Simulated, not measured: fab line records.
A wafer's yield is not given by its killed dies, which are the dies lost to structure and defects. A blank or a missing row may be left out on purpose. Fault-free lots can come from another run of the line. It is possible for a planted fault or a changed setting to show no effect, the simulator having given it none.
The tool behind it: which one? | flow nand_harc | 42 wafers from 14 lots sampled at 6 of the route's 1159 steps

== WHAT EACH GAUGE READ, for each wafer ==
NHARC_P_GATE_INSPECT_68.
lot  | measured     | on                | raw_defect_count
L990 | day 5 04:16  | defect_inspect-01 | 144 164 129
L991 | day 5 14:05  | defect_inspect-01 | 168 117 187
L995 | day 6 12:15  | defect_inspect-01 | 158 226 237
L996 | day 7 03:47  | defect_inspect-01 | 822 748 857 819 765 851
L998 | day 7 20:14  | defect_inspect-02 | 636 654 637 628 654 653
L999 | day 8 01:01  | defect_inspect-01 | 681 739 707 679 738 711
L104 | day 9 09:53  | defect_inspect-01 | 123 195 166
L106 | day 9 18:19  | defect_inspect-01 | 212 336 268
L108 | day 9 23:41  | defect_inspect-02 | 194 101 269
L107 | day 10 00:44 | defect_inspect-02 | 246 195 201
L110 | day 10 06:07 | defect_inspect-01 | 283 139 175
L109 | day 10 06:52 | defect_inspect-01 | 173 174 214
L112 | day 11 00:35 | defect_inspect-01 | 281 192 221
L113 | day 11 09:39 | defect_inspect-02 | 150 114 160

NHARC_P_CONTACT_CD_MEAS_12: target cd 90 nm.
lot  | measured     | on        | cd_nm (nm)
L990 | day 5 05:53  | cd_sem-03 | 88.9 90.1 89.9
L991 | day 5 15:43  | cd_sem-02 | 88.9 89.5 90.1
L995 | day 6 13:52  | cd_sem-02 | 90.5 89.2 88.9
L996 | day 7 08:31  | cd_sem-01 | 89.5 89.4 89.2
L998 | day 7 23:14  | cd_sem-02 | 88.5 89.9 89.9
L999 | day 8 06:37  | cd_sem-03 | 89.0 89.0 89.9
L104 | day 9 12:21  | cd_sem-01 | 89.4 90.9 88.9
L106 | day 9 19:55  | cd_sem-01 | 90.2 87.8 88.4
L108 | day 10 01:17 | cd_sem-03 | 88.8 89.5 88.2
L107 | day 10 02:13 | cd_sem-02 | 88.2 89.8 89.9
L110 | day 10 07:44 | cd_sem-01 | 88.8 89.8 89.3
L109 | day 10 08:22 | cd_sem-01 | 89.0 88.3 86.7
L112 | day 11 02:09 | cd_sem-03 | 89.3 90.2 88.3
L113 | day 11 11:21 | cd_sem-03 | 87.5 89.7 90.5

NHARC_END_SORT_01.
lot  | measured     | on        | defect_limited_yield (%) | killed_at_array | killed_at_other | killed_at_periphery | killed_dies | killed_open | killed_short | sort_bin_2_pct (%) | sort_bin_3_pct (%) | sort_bin_4_pct (%) | sort_n_pass | sort_rim_yield_pct (%) | sort_yield_pct (%)
L104 | day 23 23:55 | prober-02 | 95.3                     | 27              | 0               | 5                   | 32          | 5           | 1            | 1.9                | 0.30               | 2.5                | 645         | 93.4                   | 95.3

== WHAT TOOL EACH LOT RAN ON (gives the tool, then ch and the chambers of the sampled wafers, and finally the start) ==
lot  | NHARC_P_GATE_STRIP_95                | NHARC_P_GATE_SPUTTER_78      | NHARC_P_GATE_RTA_82
L990 | plasma_asher-02 ch 0,1, day 5 02:27  | pvd_sputter-01, day 5 03:26  | rtp_anneal-02 ch 0, day 5 04:04
L991 | plasma_asher-02 ch 0,1, day 5 11:55  | pvd_sputter-01, day 5 12:53  | rtp_anneal-02 ch 0, day 5 13:53
L995 | plasma_asher-02 ch 1, day 6 10:26    | pvd_sputter-03, day 6 11:25  | rtp_anneal-01 ch 0, day 6 12:05
L996 | plasma_asher-01 ch 0,1, day 7 01:57  | pvd_sputter-03, day 7 02:56  | rtp_anneal-02 ch 0, day 7 03:37
L998 | plasma_asher-02 ch 0,1, day 7 18:21  | pvd_sputter-03, day 7 19:20  | rtp_anneal-02 ch 0, day 7 20:02
L999 | plasma_asher-02 ch 0,1, day 7 22:42  | pvd_sputter-03, day 7 23:45  | rtp_anneal-01 ch 0, day 8 00:49
L104 | plasma_asher-02 ch 0,1, day 9 07:57  | pvd_sputter-02, day 9 08:55  | rtp_anneal-02 ch 0, day 9 09:41
L106 | plasma_asher-02 ch 0,1, day 9 16:29  | pvd_sputter-02, day 9 17:27  | rtp_anneal-02 ch 0, day 9 18:07
L108 | plasma_asher-02 ch 0,1, day 9 21:52  | pvd_sputter-01, day 9 22:49  | rtp_anneal-01 ch 0, day 9 23:29
L107 | plasma_asher-02 ch 0,1, day 9 22:56  | pvd_sputter-01, day 9 23:53  | rtp_anneal-02 ch 0, day 10 00:38
L110 | plasma_asher-02 ch 0,1, day 10 04:11 | pvd_sputter-01, day 10 05:15 | rtp_anneal-01 ch 0, day 10 05:56
L109 | plasma_asher-02 ch 0,1, day 10 04:58 | pvd_sputter-01, day 10 06:01 | rtp_anneal-02 ch 0, day 10 06:41
L112 | plasma_asher-01 ch 0,1, day 10 22:12 | pvd_sputter-03, day 10 23:22 | rtp_anneal-01 ch 0, day 11 00:23
L113 | plasma_asher-02 ch 0,1, day 11 07:41 | pvd_sputter-02, day 11 08:40 | rtp_anneal-02 ch 0, day 11 09:28
- NHARC_P_GATE_STRIP_95: strips in O2.
- NHARC_P_GATE_SPUTTER_78: material Ni, target thk 10 nm.
- NHARC_P_GATE_RTA_82: time 30 s.

== WHAT THE TOOLS THEMSELVES READ (means of the sampled wafers that have a number; where no wafer has one, the mark that the record gives instead) ==
NHARC_P_GATE_STRIP_95.
lot  | tool            | drypump_motor_current_A (A) | heater_power_w (W)
L990 | plasma_asher-02 | 6.1                         | 362
L991 | plasma_asher-02 | 6.1                         | 361
L995 | plasma_asher-02 | 6.3                         | 365
L996 | plasma_asher-01 | 5.5                         | 328
L998 | plasma_asher-02 | 6.1                         | 363
L999 | plasma_asher-02 | 6.1                         | 359
L104 | plasma_asher-02 | 5.8                         | 381
L106 | plasma_asher-02 | 6.1                         | 378
L108 | plasma_asher-02 | 5.8                         | 383
L107 | plasma_asher-02 | 6.1                         | 379
L110 | plasma_asher-02 | 5.8                         | 378
L109 | plasma_asher-02 | 5.9                         | 379
L112 | plasma_asher-01 | 5.5                         | 322
L113 | plasma_asher-02 | 6.1                         | 375

NHARC_P_GATE_RTA_82.
lot  | tool          | lamp_power_pct (%) | lamp_zone_1_pct (%) | lamp_zone_7_pct (%) | wafer_temp_C_max
L990 | rtp_anneal-02 | 3.49               | 3.49                | 3.67                | 451.0
L991 | rtp_anneal-02 | 3.49               | 3.49                | 3.67                | 451.2
L995 | rtp_anneal-01 | 3.69               | 3.69                | 3.88                | 452.4
L996 | rtp_anneal-02 | 3.49               | 3.49                | 3.67                | 451.8
L998 | rtp_anneal-02 | 3.49               | 3.49                | 3.68                | 451.2
L999 | rtp_anneal-01 | 3.69               | 3.69                | 3.88                | 452.7
L104 | rtp_anneal-02 | 3.49               | 3.49                | 3.67                | 451.6
L106 | rtp_anneal-02 | 3.49               | 3.49                | 3.67                | 451.5
L108 | rtp_anneal-01 | 3.69               | 3.69                | 3.89                | 452.5
L107 | rtp_anneal-02 | 3.49               | 3.49                | 3.67                | 451.2
L110 | rtp_anneal-01 | 3.69               | 3.69                | 3.88                | 452.4
L109 | rtp_anneal-02 | 3.49               | 3.49                | 3.67                | 451.4
L112 | rtp_anneal-01 | 3.69               | 3.69                | 3.88                | 452.0
L113 | rtp_anneal-02 | 3.48               | 3.49                | 3.67                | 451.4

== THE ANSWER, worked out from the rows above alone ==
Rule: the usual values come from the lots themselves. The widest of any qualifying gaps counts: lots, ordered by their means at a reading, are off when they make up no more than a third of the lots, leave a main group of 4 or more, and stand apart from it by 3 or more times the standard deviation of that group's means. The tables above print the reading to a certain number of digits; a main group whose means all agree to those digits is not used. Also off: a lot with no number at a reading for which 4 or more lots have one. All remaining lots with rows at the step are treated as sound. After the gauges, taken in route order, come the tools' own readings; for these a lot's mean is taken, as printed above. The first step at which some lot is off is used, and at that step the reading that is off furthest; a lot without a number counts as furthest.
Off: L996, L998, L999 (NHARC_P_GATE_INSPECT_68, raw_defect_count). Main group: mean 191, sd 38.
A tool fits if, at a process step before that reading, it ran every lot that is off, and no sound lot after the first of them. The gauges at NHARC_P_GATE_INSPECT_68 are tried like those tools. Not one of the candidates tried fits.

== WHAT THE SIMULATOR PUT IN ==
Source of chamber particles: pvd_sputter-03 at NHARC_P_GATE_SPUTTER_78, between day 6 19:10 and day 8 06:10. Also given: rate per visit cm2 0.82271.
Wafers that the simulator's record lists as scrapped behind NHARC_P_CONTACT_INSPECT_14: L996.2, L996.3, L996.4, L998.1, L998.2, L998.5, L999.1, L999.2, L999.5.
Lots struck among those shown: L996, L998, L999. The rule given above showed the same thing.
